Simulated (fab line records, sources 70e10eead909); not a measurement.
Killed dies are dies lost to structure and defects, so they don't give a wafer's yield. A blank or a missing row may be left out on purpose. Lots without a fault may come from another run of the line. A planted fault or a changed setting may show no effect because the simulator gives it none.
Chamber matching | flow nand_harc | NHARC_A_CHANNEL_FILL_D2_STRIP_28 on rie_diel-06: 4 sister chambers
The step strips in O2, time 20 s. 33 wafers are shown with their chamber, then 12 later ones without.

WAFERS WITH THEIR CHAMBER
wafer  | chamber | showerhead_plenum_p_Torr (Torr) | drypump_motor_current_A (A) | oes_product_au (a.u.)
L079.1 | 1       | 3.57                            | 5.9                         | 1.004
L079.2 | 0       | 3.72                            | 6.2                         | 0.996
L079.3 | 2       | 3.32                            | 5.5                         | 0.992
L079.4 | 3       | 3.54                            | 4.6                         | 0.991
L079.5 | 0       | 3.73                            | 6.2                         | 0.991
L079.6 | 3       | 3.54                            | 4.6                         | 0.990
L082.1 | 3       | 3.54                            | 4.6                         | 1.007
L082.2 | 2       | 3.32                            | 5.5                         | 0.995
L082.3 | 0       | 3.73                            | 6.2                         | 1.000
L082.4 | 1       | 3.57                            | 6.0                         | 1.007
L082.5 | 0       | 3.73                            | 6.1                         | 0.996
L082.6 | 3       | 3.54                            | 4.6                         | 0.996
L083.3 | 2       | 3.32                            | 5.5                         | 1.002
L083.4 | 1       | 3.57                            | 5.9                         | 1.002
L083.6 | 3       | 3.54                            | 4.7                         | 1.000
L083.1 | 3       | 3.54                            | 4.6                         | 0.999
L083.2 | 0       | 3.72                            | 6.1                         | 0.994
L083.5 | 2       | 3.32                            | 5.5                         | 1.003
L084.1 | 3       | 3.54                            | 4.6                         | 1.000
L084.5 | 3       | 3.54                            | 4.6                         | 1.004
L084.6 | 2       | 3.32                            | 5.5                         | 1.002
L087.1 | 0       | 3.72                            | 6.2                         | 1.001
L087.2 | 3       | 3.54                            | 4.7                         | 1.002
L087.6 | 2       | 3.32                            | 5.5                         | 1.012
L089.1 | 1       | 3.57                            | 6.0                         | 0.995
L089.2 | 0       | 3.72                            | 6.1                         | 0.991
L089.6 | 2       | 3.31                            | 5.5                         | 1.001
L092.2 | 0       | 3.72                            | 6.1                         | 1.006
L092.4 | 1       | 3.57                            | 6.0                         | 1.020
L092.6 | 1       | 3.57                            | 6.0                         | 1.006
L094.1 | 0       | 3.72                            | 6.2                         | 0.994
L094.4 | 3       | 3.54                            | 4.6                         | 1.013
L094.5 | 3       | 3.54                            | 4.7                         | 1.011

SIGNATURES (means of the wafers above)
reading                  | chamber 0 | chamber 1 | chamber 2 | chamber 3 | scatter within a chamber
showerhead_plenum_p_Torr | 3.7233    | 3.5700    | 3.3186    | 3.5400    | 0.00314
drypump_motor_current_A  | 6.156     | 5.967     | 5.500     | 4.627     | 0.0445
oes_product_au           | 0.99656   | 1.00567   | 1.00100   | 1.00118   | 0.00674
Rule: a wafer's distance from a chamber is the root of the sum, over the readings, of the square of ((its reading less the chamber's mean) divided by the reading's scatter). The wafer belongs to the nearest chamber; if the next one is less than 2 further off, it can't be placed. The scatter: the root of (the sum of the squares of (reading less its chamber's mean) over the shown wafers, divided by (wafers less chambers)).

WAFERS WITHOUT THEIR CHAMBER
wafer  | showerhead_plenum_p_Torr (Torr) | drypump_motor_current_A (A) | oes_product_au (a.u.)
L093.1 | 3.57                            | 5.9                         | 1.013
L093.2 | 3.54                            | 4.6                         | 1.003
L093.5 | 3.31                            | 5.5                         | 1.010
L095.2 | 3.31                            | 5.5                         | 1.010
L095.4 | 3.54                            | 4.7                         | 1.006
L095.5 | 3.31                            | 5.5                         | 0.999
L097.1 | 3.31                            | 5.5                         | 1.003
L097.2 | 3.54                            | 4.6                         | 1.006
L097.3 | 3.72                            | 6.2                         | 1.001
L097.4 | 3.57                            | 6.0                         | 1.000
L097.5 | 3.54                            | 4.6                         | 1.009
L097.6 | 3.72                            | 6.2                         | 1.010

WHICH CHAMBER EACH WENT THROUGH
wafer  | from the rows above | in truth
L093.1 | 1                   | 1
L093.2 | 3                   | 3
L093.5 | 2                   | 2
L095.2 | 2                   | 2
L095.4 | 3                   | 3
L095.5 | 2                   | 2
L097.1 | 2                   | 2
L097.2 | 3                   | 3
L097.3 | 0                   | 0
L097.4 | 1                   | 1
L097.5 | 3                   | 3
L097.6 | 0                   | 0
Placed correctly: 12 of 12. Can't be placed from these rows: 0. Placed wrongly: 0.
